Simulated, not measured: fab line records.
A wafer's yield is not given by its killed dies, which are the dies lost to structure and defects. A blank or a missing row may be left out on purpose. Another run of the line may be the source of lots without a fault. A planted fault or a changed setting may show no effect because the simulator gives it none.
Split-lot experiment -- flow n5 finfet -- 39 wafers read across 7 lots, on a route 1938 steps long

THE SPLIT
At N5_MIM_BOT_SPUTTER_00 (material TiN, target thk 35 nm, time 89.7 s), the setting target thk a was moved away from the recipe's 350 angstrom on 15 of the 39 wafers read, by -57.3% to +44.7%. This setting was run at the recipe's value on the other wafers.

The split's own step is where the reading is taken.

THE READING
TiN_of_MIM_BOT_SPUTTER_00.thk nm (the simulator's own value, which no gauge read), in nm, at N5_MIM_BOT_SPUTTER_00 (material TiN, target thk 35 nm, time 89.7 s). No usual value for it is given in the file. The 24 wafers here that ran the recipe average 34.9 nm, standard deviation 0.26 nm.

wafer,"tool, chamber at the split","target thk a as run, angstrom",against the recipe,"TiN_of_MIM_BOT_SPUTTER_00.thk nm, nm",against lot-mates on the recipe
L076.1,"pvd sputter-02, -",290,-17.1%,28.6,-6.1
L076.2,"pvd sputter-02, -",350,recipe,34.6,-
L076.4,"pvd sputter-02, -",350,recipe,34.6,-
L076.3,"pvd sputter-02, -",290,-17.1%,28.8,-5.9
L076.5,"pvd sputter-02, -",290,-17.1%,28.8,-5.9
L076.6,"pvd sputter-02, -",350,recipe,34.8,-
L080.2,"pvd sputter-03, -",350,recipe,34.8,-
L080.4,"pvd sputter-03, -",350,recipe,34.8,-
L080.6,"pvd sputter-03, -",350,recipe,34.8,-
L084.1,"pvd sputter-03, -",350,recipe,34.8,-
L084.2,"pvd sputter-03, -",404.9,+15.7%,40.6,+5.6
L084.3,"pvd sputter-03, -",404.9,+15.7%,40.6,+5.6
L084.4,"pvd sputter-03, -",350,recipe,35,-
L084.5,"pvd sputter-03, -",350,recipe,35.2,-
L084.6,"pvd sputter-03, -",404.9,+15.7%,40.4,+5.4
L088.1,"pvd sputter-03, -",350,recipe,34.8,-
L088.2,"pvd sputter-03, -",350,recipe,34.8,-
L088.3,"pvd sputter-03, -",350,recipe,34.8,-
L088.4,"pvd sputter-03, -",350,recipe,35,-
L088.5,"pvd sputter-03, -",350,recipe,34.6,-
L088.6,"pvd sputter-03, -",350,recipe,35.2,-
L087.1,"pvd sputter-03, -",350,recipe,34.8,-
L087.2,"pvd sputter-03, -",350,recipe,35,-
L087.3,"pvd sputter-03, -",436.1,+24.6%,44,+9.0
L087.4,"pvd sputter-03, -",436.1,+24.6%,43.4,+8.4
L087.6,"pvd sputter-03, -",436.1,+24.6%,43.4,+8.4
L087.5,"pvd sputter-03, -",350,recipe,35.2,-
L091.1,"pvd sputter-02, -",350,recipe,35,-
L091.2,"pvd sputter-02, -",350,recipe,35.6,-
L091.3,"pvd sputter-02, -",506.6,+44.7%,51.2,+15.9
L091.4,"pvd sputter-02, -",350,recipe,35.2,-
L091.5,"pvd sputter-02, -",506.6,+44.7%,51,+15.7
L091.6,"pvd sputter-02, -",506.6,+44.7%,50.8,+15.5
L093.1,"pvd sputter-01, -",350,recipe,35.4,-
L093.2,"pvd sputter-01, -",149.6,-57.3%,15.4,-19.5
L093.3,"pvd sputter-01, -",149.6,-57.3%,14.6,-20.3
L093.4,"pvd sputter-01, -",149.6,-57.3%,15,-19.9
L093.5,"pvd sputter-01, -",350,recipe,34.8,-
L093.6,"pvd sputter-01, -",350,recipe,34.6,-

FIT RESULTS
A straight line over all 39 wafers: TiN_of_MIM_BOT_SPUTTER_00.thk nm changes by +0.353 nm for each +1% of target thk a; r = +1.00; the points scatter about the line by 0.27 nm.
The same after taking each lot's own level away (the mean of its wafers on the recipe; 39 wafers): +0.349 nm for each +1%; r = +1.00; scatter 0.21 nm.
That fit puts the effect of the largest move of target thk a on the reading at 20 nm.
Measured against the standard deviation above, the lots' own levels, which go from 34.67 to 35.27 nm, span 2.3 times it.
The two slopes are in agreement: the lot-to-lot level therefore moves the slope only a little.
Check: -20.1 nm against its lot-mates is what the line predicts for one of the wafers moved furthest among these (-57.3%) when that wafer is left out of the fit. Against them it came out at -19.5 nm.

FILE'S OWN FIT
TiN_of_MIM_BOT_SPUTTER_00.thk nm changes by +0.349 nm for each +1% of target thk a, r = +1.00.
